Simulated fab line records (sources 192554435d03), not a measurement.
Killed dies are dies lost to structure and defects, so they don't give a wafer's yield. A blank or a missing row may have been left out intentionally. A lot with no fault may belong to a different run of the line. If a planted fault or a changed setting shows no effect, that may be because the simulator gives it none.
A struck lot beside a sound one / flow n5Finfet / 26 steps out of a route of 1938
Sound: the wafers L516.2, L516.3, L516.6. Struck: wafer L532.2 (left out: L532.3, L532.6 of the same lot, which were not struck); the cause appears at the end.
For every step that has rows: the tool of each side, followed by ch and its chambers, followed by its first start. Under that, the readings that differ: sound wafers / struck wafers / difference of the means / sigmas: that difference in standard deviations of wafers without a fault.
alike: a reading whose means differ by less than 2 such deviations, as well as words and numbers matching on both sides. not compared: withheld readings; readings where some wafer has no value; bounds like >300 that might hide an equal value; numbers whose values overlap and for which the record gives no deviation.
A row with sigmas, a row that says differs or no value, or rows on one side alone: a step with any of these is where the two part. Numbers that have no deviation but don't overlap get no sigmas and don't part them. Lack of a reading on every wafer of one side parts them only where that side has two or more wafers.

N5_MOL_CONTACT_COAG_SPUTTER_130: material Co, target thk 47.5 nm.
  sound on pvdSputter-03 at day 6 12:58; struck on pvdSputter-02 at day 10 10:46
  alike: throttleValvePct
then, 2 steps without rows for these wafers: N5_MOL_CONTACT_COAG_PRECLEAN_125 (cleans in DIW, time 57.5 s); N5_MOL_CONTACT_COAG_SRD_126 (dry time 32 s).
N5_MOL_CONTACT_COAG_CMP_23: polishes, stops on SiO2, t overpolish 1.5 s, target thk 0 nm.
  sound on cmp-03 ch 0,1, day 6 13:09; struck on cmp-04 ch 2, day 10 11:02
  alike: edgeZonePressureFrac, motorCurrentA, overpolishRunS, retainingRingPressureFrac, slurryFlowMlMin, timeToEndpointS
then, 2 steps without rows for these wafers: N5_MOL_CONTACT_COAG_WET_ETCH_26 (target Co, target depth 13 nm); N5_MOL_CONTACT_COAG_WET_ETCH_116 (etches the open film in SC1-inhibited, target depth 4.6 nm, rinse time 30 s).
N5_MOL_CONTACT_COAG_ALD_27: deposits SiOC, target thk 17 nm, pulse time 1.5 s, time 2720 s.
  sound on aldSin-01 ch 1,3, day 6 13:58; struck on aldSin-02 ch 2, day 10 11:52
reading=heaterPowerW (W); sound=888 852 907; struck=710; difference=-172; sigmas=-3
  alike: precursorPulseHeightRel
then, 1 step without rows for these wafers: N5_MOL_CONTACT_COAG_CMP_28 (polishes, stops on SiNx, t overpolish 0.85 s, target thk 14.522 nm).
N5_MOL_CONTACT_COAG_THK_MEAS_29:
  sound on filmMetro-01 at day 6 15:57; struck on filmMetro-01 at day 10 13:43
  alike: MD_CAP_THK
N5_MOL_CONTACT_COAG_ALD_123: deposits SiNx, target thk 5 nm, pulse time 1 s, purge time 2 s.
  sound on aldSin-01 ch 0,1,2, day 6 16:12; struck on aldSin-02 ch 1, day 10 13:45
  alike: heaterPowerW, precursorPulseHeightRel
N5_MOL_CONTACT_COAG_PECVD_31: deposits SiO2 from TEOS/O2, target thk 46 nm, time 8.9 s.
  sound on pecvd-01 ch 0,1, day 6 16:42; struck on pecvd-01 ch 1,2, day 10 14:16
then, 9 steps without rows for these wafers: N5_MOL_CONTACT_COAG_COAT_75 (time 60 s, resist thk 60 nm); N5_MOL_CONTACT_COAG_COAT_76 (time 60 s, resist thk 10 nm); N5_MOL_CONTACT_COAG_COAT_77 (time 60 s, resist thk 10 nm); N5_MOL_CONTACT_COAG_COAT_78 (resist thk 40 nm); N5_MOL_CONTACT_COAG_EBR_80; N5_MOL_CONTACT_COAG_SOFTBAKE_79 (time 60 s); N5_MOL_CONTACT_COAG_EXPOSE_81 (exposes mask VG, defocus 0 nm); N5_MOL_CONTACT_COAG_PEB_82 (peb time 60 s); N5_MOL_CONTACT_COAG_DEVELOP_83 (develop time 30 s).
N5_MOL_CONTACT_COAG_CD_MEAS_84 targets a cd of 25.1 nm.
  sound on cdSem-01 ch 0, day 6 17:10; struck on cdSem-02 ch 0, day 10 14:36
  alike: cdNm
N5_MOL_CONTACT_COAG_OVL_MEAS_85:
  sound on overlay-02 ch 0, day 6 17:12; struck on overlay-01 ch 0, day 10 14:38
  alike: VG_OVL
N5_MOL_CONTACT_COAG_INSPECT_57: inspects for defects (brightfield).
  sound on defectInspect-01 at day 6 17:15; struck on defectInspect-02 at day 10 14:41
reading=rawDefectCount; sound=202 206 245; struck=1012; difference=+794; sigmas=+13
N5_MOL_CONTACT_COAG_DESCUM_88: chemistry O2, time 7 s.
  sound on rieDiel-02 ch 0,1, day 6 17:20; struck on rieDiel-02 ch 1, day 10 14:54
  alike: drypumpMotorCurrentA, oesProductAu, rfVppV, showerheadPlenumPTorr, throttleValvePct
  not compared: rfHoursCounterH
-- record jumps: 4 days separate the struck wafers' starts on either side; left off in module MOL_CONTACT_COAG, taken up again in module BEOL_M4, whose first shown step is the route's number 1111 --
N5_BEOL_M4_RC_MEAS_101:
  sound on prober-01 ch 0, day 9 10:38; struck on prober-02 ch 0, day 14 08:44
reading=DIBL_N (mV/V); sound=37.3 37.8 35.9; struck=32.1; difference=-4.9; sigmas=-3
reading=DIBL_P (mV/V); sound=36.5 37.0 34.8; struck=32.0; difference=-4.1; sigmas=-2
reading=SS_N (mV/dec); sound=71.3 71.9 70.8; struck=69.8; difference=-1.5; sigmas=-3
reading=SS_P (mV/dec); sound=74.0 74.1 73.1; struck=72.3; difference=-1.4; sigmas=-2
  alike: IOFF_N, IOFF_P, ION_N, ION_P, VT_N, VT_P
-- a jump in the record: the struck wafers' starts before and after are 5 days apart (it breaks off in module BEOL_M4 and resumes in module PASSIVATION, where the first step shown is number 1936 of the route) --
N5_PASSIVATION_PROBE_49:
  rows exist in the record for the struck wafers here (prober-02, day 19 06:20), but not for the sound ones

== WHERE THEY PART ==
Last at N5_PASSIVATION_PROBE_49 as far as this record goes, first at N5_MOL_CONTACT_COAG_ALD_27.

WHY: what had been put in by the simulator
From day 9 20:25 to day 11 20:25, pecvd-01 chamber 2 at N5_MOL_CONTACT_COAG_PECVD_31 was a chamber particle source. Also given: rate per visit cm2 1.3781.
